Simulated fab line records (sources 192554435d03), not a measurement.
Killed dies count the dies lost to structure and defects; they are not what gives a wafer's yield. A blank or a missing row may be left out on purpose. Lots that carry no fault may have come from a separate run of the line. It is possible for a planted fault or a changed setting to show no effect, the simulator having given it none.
fab line records	flow n5-finfet
[record] lots = 4	wafers = 11	last-day = 17
route steps=1938 shown DUMMY_REMOVAL@377 HKMG_FIN@385 BEOL_M4@1111 PASSIVATION@1936
lots with no fault: from the same line, run without faults
start-h: start of the lot's first displayed wafer, in hours after the record's first day	wait-h: how many hours have passed since the lot's step before this one	" unchanged from the row above	L1.1+2: a row that stands for several wafers	- no value, or no start given	* or withheld: withheld	< > ~ a bound
route shown NAME@n: a module of which the file shows steps, and the number in the route of the first	usual: mean and standard deviation over wafers with no fault	same: alike in all rows	chamber/n: place in a boat	sites: readings site by site	_std_site: their standard deviation	_edge_site: mean of outer sites minus mean of inner sites	radius-mm: how far each site lies from the wafer's centre	mask NAME#n: copy n	behind: tool/chamber where the wafer was last shaped	hold: why the lot was held/for how many hours/how that ended	device: transistor that didn't switch, given as n, p or np	end of line: the tests these same wafers got at the end of their route	step lacking rows: just its recipe	killed: the dies lost at the first sort to structure and to defects; this is not the yield of the wafer	map: per-die view of a wafer (x killed, . not killed, _ where there is no die)
set.NAME: the setting the step ran with; set.NAME@STEP: the setting that earlier step ran with	model.NAME: the simulator's own value behind a step, which no gauge read
a table for each step, a row for each wafer; lots at some steps of the route
[[steps]]
[step N5_DUMMY_REMOVAL_HM_STRIP_01]
[recipe] chemistry = CH3F/O2	material = SiNx	target-depth-a = 40	stop-on = poly-Si	time-s = 6.8	over-etch-frac = 0.3	ion-energy-ev = 60	power-w = 410	bias-w = 29	Ar_flow_sccm = 150	CH3F_flow_sccm = 30	O2_flow_sccm = 20
[step N5_DUMMY_REMOVAL_STRIP_10]
[recipe] chemistry = N2/H2	time-s = 40	power-w = 100	temp-c = 40	pressure-mtorr = 100	rf-frequency-hz = 6e+07	bias-power-w = 3	n2-flow-sccm = 300	h2-flow-sccm = 300
[step N5_DUMMY_REMOVAL_PRECLEAN_07]
[recipe] chemistry = dHF	time-s = 30	temp-c = 25	dilution = withheld
[step N5_DUMMY_REMOVAL_DUMMY_REMOVE_02]
[recipe] chemistry = TMAH	temp-c = 70	target = poly-Si	stop-on = SiO2	target-depth-nm = 142	conc-wt-pct = 5	time-s = 57	dry = ipa-marangoni	rinse-time-s = 30	rinse-temp-c = 23
[step N5_DUMMY_REMOVAL_PRECLEAN_08]
[recipe] chemistry = NF3:NH3	afs-cycles = 2	temp-c = 30	time-s = 20	sublimation-temp-c = 180	sublimation-time-s = 60	pressure-torr = 3	rf-power-w = 30
[step N5_DUMMY_REMOVAL_PRECLEAN_04]
[recipe] chemistry = DHF	time-s = 37	temp-c = 25	dilution = 500:1
[step N5_DUMMY_REMOVAL_SRD_05]
[recipe] dry = ipa-marangoni	do-ppb = 5	time-s = 30	temp-c = 23	rinse-liquid = diw
[step N5_HKMG_FIN_IL_REGROW_00]
[recipe] material = SiO2	target-thk-a = 7.5	chemistry = O3	temp-c = withheld	time-s = 30
[step N5_HKMG_FIN_HK_ALD_01]
[recipe] material = HfO2	target-thk-a = 16	temp-c = withheld	ald-precursor-family = HfCl4	ald-co-reactant = H2O	pulse-time-s = 3	purge-time-s = 3	co-reactant-purge-time-s = 2.5	co-reactant-pulse-time-s = 0.3	ald-cycles = 30
[step N5_HKMG_FIN_HK_ANNEAL_02]
[recipe] temp-c = 700	time-s = 30	ambient = N2	idle-temp-c = 600	ramp-up-c-per-s = 150	ramp-down-c-per-s = 60	cool-to-c = 600
[step N5_HKMG_FIN_ALD_74]
[recipe] material = La2O3	target-thk-a = 5	temp-c = 250	ald-precursor-family = La-Cp	ald-co-reactant = O3	pulse-time-s = 6	co-reactant-pulse-time-s = 1	purge-time-s = 3	co-reactant-purge-time-s = 3
[usual] heater-power-w = 358/36	precursor-pulse-height-rel = 1.000/0.021
lot.wafer	tool	chamber	start-h	wait-h	heater-power-w	precursor-pulse-height-rel
L893.1	ald-hk-02	2	95.62	0.2	348	1.013
L893.5	"	3	"	"	323	1.002
L893.6	"	0	"	"	326	1.000
L895.2	ald-hk-02	0	110.03	0.2	329	0.968
L895.6	"	0	"	"	335	0.995
L906.1	ald-hk-03	0	180.02	0.2	324	0.982
L906.3	"	2	"	"	355	1.014
L906.5	"	1	"	"	353	1.010
L912.1	ald-hk-02	2	210.54	0.3	338	0.971
L912.2	"	3	"	"	320	1.015
L912.4	"	1	"	"	395	0.972
[step N5_HKMG_FIN_ALD_75]
[recipe] material = Al2O3	target-thk-a = 10	temp-c = 150	ald-precursor-family = TMA	ald-co-reactant = H2O	pulse-time-s = withheld	co-reactant-pulse-time-s = 1
[step N5_HKMG_FIN_COAT_41]
[recipe] resist = SOC	temp-c = 250	time-s = 60	spin-rpm = 1500	resist-thk-nm = 300
[step N5_HKMG_FIN_COAT_42]
[recipe] resist = SiARC	temp-c = 220	time-s = 60	spin-rpm = 1500	resist-thk-nm = 35
[step N5_HKMG_FIN_COAT_43]
[recipe] resist = CAR-ArF	spin-rpm = 1500	resist-thk-nm = 90
[step N5_HKMG_FIN_EBR_45]
[recipe] solvent = PGMEA	ebr-width-mm = 1.5
[step N5_HKMG_FIN_SOFTBAKE_44]
[recipe] temp-c = 110	time-s = 60	resist = CAR-ArF
[step N5_HKMG_FIN_EXPOSE_46]
[recipe] mask-id = NDIPOLE	na = 1.35	source-shape = conventional	sigma-outer = 0.8	polarization = unpolarized	dose-mj = 40
[step N5_HKMG_FIN_PEB_47]
[recipe] peb-temp-c = withheld	peb-time-s = 60	resist = CAR-ArF
[step N5_HKMG_FIN_DEVELOP_48]
[recipe] develop-time-s = 30	developer = TMAH	resist = CAR-ArF	rinse-liquid = diw	dry = air-spin	dev-temp-c = 23
[step N5_HKMG_FIN_DESCUM_53]
[recipe] chemistry = O2	time-s = 7.9	source-power-w = 50	bias-power-w = 20	pressure-mtorr = 20	rf-frequency-hz = 2.712e+07	temp-c = 40	resist = CAR-ArF	o2-flow-sccm = 225
[step N5_HKMG_FIN_ETCH_54]
[recipe] chemistry = CF4	target = SiARC	target-depth-a = 455	mask-material = CAR-ArF	time-s = 75.8	ion-energy-ev = 80	pressure-mtorr = 40	source-w = 545	bias-w = 36	Ar_flow_sccm = 100	cf4-flow-sccm = 100	ends = cleared
[step N5_HKMG_FIN_ETCH_55]
[recipe] chemistry = N2/H2	target = SOC	target-depth-a = 2400	temp-c = 40	time-s = 300	ion-energy-ev = 200	mask-material = SiARC	pressure-mtorr = 30	source-w = 840	bias-w = 150	n2-flow-sccm = 200	h2-flow-sccm = 200
[step N5_HKMG_FIN_STRIP_56]
[recipe] chemistry = N2/H2	temp-c = 40	n2-flow-sccm = 200	h2-flow-sccm = 200	rf-frequency-hz = 6e+07
[step N5_HKMG_FIN_STRIP_57]
[recipe] chemistry = CF4	resist = SiARC	power-w = 300	bias-power-w = 75	pressure-mtorr = 50	cf4-flow-sccm = 150	rf-frequency-hz = 6e+07
[step N5_HKMG_FIN_ETCH_58]
[recipe] chemistry = N2/H2	target = SOC	target-depth-a = 2158	ion-energy-ev = 50	bias-w = 13	time-s = 741	pressure-mtorr = 30	source-w = 875	n2-flow-sccm = 200	h2-flow-sccm = 200
[step N5_HKMG_FIN_STRIP_93]
[recipe] chemistry = N2/H2	material = SOC	time-s = 20	power-w = 500	temp-c = 40	pressure-mtorr = 50	rf-frequency-hz = 6e+07	bias-power-w = 8	h2-frac = 0.5	n2-flow-sccm = 300	h2-flow-sccm = 300
[step N5_HKMG_FIN_WET_ETCH_76]
[recipe] chemistry = dNH4OH	mix = 1:50	temp-c = 25	target = Al2O3	stop-on = La2O3	target-depth-nm = 2.25	dry = ipa-marangoni	rinse-time-s = 30	rinse-temp-c = 23
[step N5_HKMG_FIN_STRIP_60]
[recipe] chemistry = N2/H2	power-w = 2500	temp-c = 300	h2-frac = 0.65	time-s = 360	pressure-mtorr = withheld	n2-flow-sccm = 1750	h2-flow-sccm = 3250
[step N5_HKMG_FIN_WET_ETCH_77]
[recipe] chemistry = dHCl	mix = 1:10000	temp-c = 25	target = La2O3	stop-on = HfO2	target-depth-nm = 2
[step N5_HKMG_FIN_WET_ETCH_78]
[recipe] chemistry = dNH4OH	mix = 1:50	temp-c = 25	target = Al2O3	stop-on = La2O3	target-depth-nm = 4.5	dry = ipa-marangoni	rinse-time-s = 30	rinse-temp-c = 23
[step N5_HKMG_FIN_ALD_79]
[recipe] material = TiN	target-thk-a = 15	temp-c = 400	ald-precursor-family = TiCl4	ald-co-reactant = NH3	pulse-time-s = 1	purge-time-s = 3	co-reactant-purge-time-s = 2	co-reactant-pulse-time-s = 2	ald-cycles = 68	pressure-torr = 3
[step N5_HKMG_FIN_CVD_62]
[recipe] material = a-Si	target-thk-a = 30	temp-c = 500	precursor = Si2H6	pressure-torr = 1	time-s = 20.8
[step N5_HKMG_FIN_RTA_80]
[recipe] temp-c = withheld	time-s = 2	ambient = N2	idle-temp-c = 600	ramp-up-c-per-s = 150	ramp-down-c-per-s = 60	cool-to-c = 600
[step N5_HKMG_FIN_PRECLEAN_64]
[recipe] chemistry = dHF	time-s = 30	temp-c = 25	dilution = withheld
[step N5_HKMG_FIN_WET_ETCH_65]
[recipe] chemistry = TMAH	temp-c = 70	conc-wt-pct = 5	target = a-Si	stop-on = TiN	time-s = 49	target-depth-nm = 3
[step N5_HKMG_FIN_WET_ETCH_81]
[recipe] chemistry = SC1	target = TiN	stop-on = HfO2	mix = 1:1:5	temp-c = 60	time-s = 57	target-depth-nm = 6
[step N5_BEOL_M4_RC_MEAS_101]
[usual] DIBL_N = 36.1/2	DIBL_P = 36.3/2.4	IOFF_N = 0.15/0.035	IOFF_P = 0.21/0.039	IOFF_P_LIN = 0.101/0.014	ION_N = 672/15	ION_P = 463/9.7	SS_N = 71.5/0.7	SS_P = 73.2/0.75	VT_N = 251/3.6	VT_N_LVT = 100/3.6	VT_P = -250/3.8	VT_P_LONG = -275/3.6
lot.wafer	tool	chamber	start-h	wait-h	DIBL_N[mV/V]	DIBL_P[mV/V]	IOFF_N[nA/um]	IOFF_P[nA/um]	IOFF_P_LIN[nA/um]	ION_N[uA/um]	ION_P[uA/um]	SS_N[mV/dec]	SS_P[mV/dec]	VT_N[mV]	VT_N_LVT[mV]	VT_P[mV]	VT_P_LONG[mV]
L893.1	prober-01	0	195.89	0.0	32.8	34.1	0.11	0.17	0.086	658	454	70.9	72.7	254	105	-253	-275
L893.5	"	0	"	"	36.6	38.6	0.17	0.23	0.107	672	458	71.7	73.2	248	99	-250	-277
L893.6	"	0	"	"	34.1	34.9	0.11	0.12	0.058	646	433	70.0	73.2	255	93	-266	-285
L895.2	prober-02	0	206.55	0.2	37.2	37.9	0.16	0.13	0.062	680	443	71.2	74.1	251	86	-262	-292
L895.6	"	0	"	"	37.7	38.9	0.17	0.13	0.062	669	435	72.5	73.7	249	87	-264	-290
L906.1	prober-02	0	279.18	0.0	32.7	31.9	0.09	0.16	0.086	658	466	70.7	71.7	255	109	-251	-271
L906.3	"	0	"	"	36.9	36.4	0.15	0.22	0.105	658	455	71.9	72.9	254	104	-249	-275
L906.5	"	0	"	"	36.4	36.5	0.15	0.23	0.109	686	476	71.2	73.0	251	101	-248	-270
L912.1	prober-02	0	306.59	0.0	37.4	37.0	0.18	0.25	0.116	682	466	71.8	73.7	247	96	-246	-271
L912.2	"	0	"	"	34.5	33.2	0.13	0.19	0.096	672	467	70.8	72.8	253	100	-248	-268
L912.4	"	0	"	"	35.6	34.8	0.14	0.21	0.103	681	475	71.1	73.0	249	97	-248	-269
[step N5_PASSIVATION_PROBE_49]
[usual] defect-limited-yield = 91.1/1.6	killed_at_M0_to_M3 = 35/11	killed_at_M4_up = 13/5.4	killed-at-contacts = 13/6.5	killed-at-front-end = 40/14	killed-at-other = 4/3.1	killed-dies = 105/18	killed-open = 69/14	killed-short = 34/7.3	sort_bin_5_function = 5.2/0.96	sort_bin_6_memory = 3.4/0.77	sort_bin_8_speed = 0.02/0.13	sort-n-pass = 1075/19	sort-yield-pct = 91.1/1.6
[same] gross-dies = 1180	killed-at-back-side = 0	sort_bin_4_leakage[%] = 0
lot.wafer	tool	chamber	start-h	wait-h	defect-limited-yield[%]	killed_at_M0_to_M3	killed_at_M4_up	killed-at-contacts	killed-at-front-end	killed-at-other	killed-dies	killed-open	killed-short	sort_bin_5_function[%]	sort_bin_6_memory[%]	sort_bin_8_speed[%]	sort-n-pass	sort-yield-pct[%]
L893.6	prober-02	-	303.75	0.3	92.8	31	10	8	33	3	85	57	27	4.3	2.5	5.93	1025	86.9
L895.2	prober-02	-	314.00	0.1	88.4	60	11	30	32	4	137	94	41	5.9	5.0	0.17	1041	88.2
L895.6	prober-02	-	314.20	0.3	91.1	31	9	26	38	1	105	74	30	5.7	3.1	5.34	1012	85.8
// killed by level:class
L893.6 STI_FIN_REVEAL:geometric-particle:open=10 BEOL_M0_SAQP:geometric-particle:open=9 BEOL_M0_SAQP:geometric-particle:short=6 BEOL_M3:geometric-particle:open=6 FIN_SAQP:geometric-particle:open=5 FIN_SAQP:geometric-particle:short=5 MOL_CONTACT_COAG:geometric-particle:open=5 STI_FIN_REVEAL:geometric-particle:short=3
L895.2 MOL_CONTACT_COAG:geometric-particle:open=24 BEOL_M3:geometric-particle:open=13 STI_FIN_REVEAL:geometric-particle:open=12 BEOL_M2:geometric-particle:open=12 BEOL_M1:geometric-particle:open=11 BEOL_M1:geometric-particle:short=10 MOL_CONTACT_COAG:geometric-particle:short=6 BEOL_M0_SAQP:geometric-particle:short=5
L895.6 MOL_CONTACT_COAG:geometric-particle:open=21 BEOL_M2:geometric-particle:open=11 FIN_SAQP:geometric-particle:open=9 STI_FIN_REVEAL:geometric-particle:open=5 BEOL_M3:geometric-particle:open=5 MOL_CONTACT_COAG:geometric-particle:short=5 STARTING-WAFER:geometric-particle:short=5 GATE_CUT:geometric-particle:open=4
// map L893.1 (x killed, . not)
_________________............________________
______________...........x......_____________
___________........x.......x..x....__________
__________..x............x.........._________
________.......x..........xx.x........_______
_______..........................x.....______
______........x..x........xx....x.....x._____
_____x...................................____
____....x.............x......x........x.x.___
___...................x............x.......__
___....x.x....x...........x.x.............x__
__........x.x....x....x...........x........._
__.........xx...........x..........x........_
_.......x...............x...........x.x.....x
_......x.........x.....xx.......x...........x
_....................x.x...x.................
_..................x.........x...x..x.xx.....
_...................x.x...............x......
_.x......................x............x......
_......x.................x......x.......x....
_.........x..........................xx......
__..................x.........x............._
__...........x.............................._
___................................x.......__
___.............xx........x................__
____.....................x............x...___
_____..x.................................____
______..............x...........x......._____
_______..................x.......x.....______
________.........x...................._______
__________xx........................_________
___________..x...............x.....__________
______________..........x......._____________
_________________...x....x...________________
// map L895.2 (x killed, . not)
_________________...x.x......________________
______________.........x........_____________
___________.....................x..__________
__________.........................._________
________..x...........x.....x....x..x._______
_______....x.............x...x.xx...x..______
______........x............x..........x._____
_____...........x........x.....x.....x...____
____.........x............................___
___xxx....x.....................x..........__
___..................x...x.....x.x.x.......__
__..........x...xxx.....x..................._
__...........x.x................x..x........_
_...........x..x.............x.........x.x...
_.x.x.....x.x...x....x.x........x..x.........
_.............x.x............x...............
_..x.............x..x...xx......x............
_....x......x......x.....x..x.....x.......x..
_x..x..x..........x.....xxx..................
_..x......x...............x..................
_....x.....x........x..............x...x.....
__.......x.........x.......x............x..._
__.....x...x...x......x........x.......x..x._
___xx.........x.....x......x.....x.........__
___.....x.....x..............x.....x.......__
____.........x......x...xx.x.xx...........___
_____.....x........x.......x.............____
______x.x..x.x........x...x...x........._____
_______..........x....x.x..............______
________........................x..x.._______
__________.........x...x.....x......_________
___________............x.x..x......__________
______________.................._____________
_________________...x........________________
[[key]]
[first-sign] step = N5_BEOL_M4_RC_MEAS_101	reading = VT_P_LONG	direction = down	sigmas = 3.9	usual = -275	struck = -289
[effect] step = N5_BEOL_M4_RC_MEAS_101	reading = VT_P	direction = down	sigmas = 3.8	usual = -250	struck = -264
[effect] step = N5_BEOL_M4_RC_MEAS_101	reading = VT_N_LVT	direction = down	sigmas = 3.1	usual = 100	struck = 88
[effect] step = N5_BEOL_M4_RC_MEAS_101	reading = IOFF_P_LIN	direction = down	sigmas = 2.8	usual = 0.101	struck = 0.061
[effect] step = N5_BEOL_M4_RC_MEAS_101	reading = IOFF_P	direction = down	sigmas = 2.2	usual = 0.21	struck = 0.13
[effect] step = N5_PASSIVATION_PROBE_49	reading = sort_bin_8_speed	direction = up	sigmas = 30	usual = 0.02	struck = 3.81	wafers-moved = 2
met-at N5_HKMG_FIN_ALD_74
struck-wafers L893.6,L895.2,L895.6
[fault] kind = process-parameter-drift	tool = ald-hk-02	chamber = -	onset-h = 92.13	steps = N5_HKMG_FIN_ALD_74	channel = target-thk-a	offset = *	shape = step	end-h = 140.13	scope = struck-wafers-only	acts-in = *	stated = *
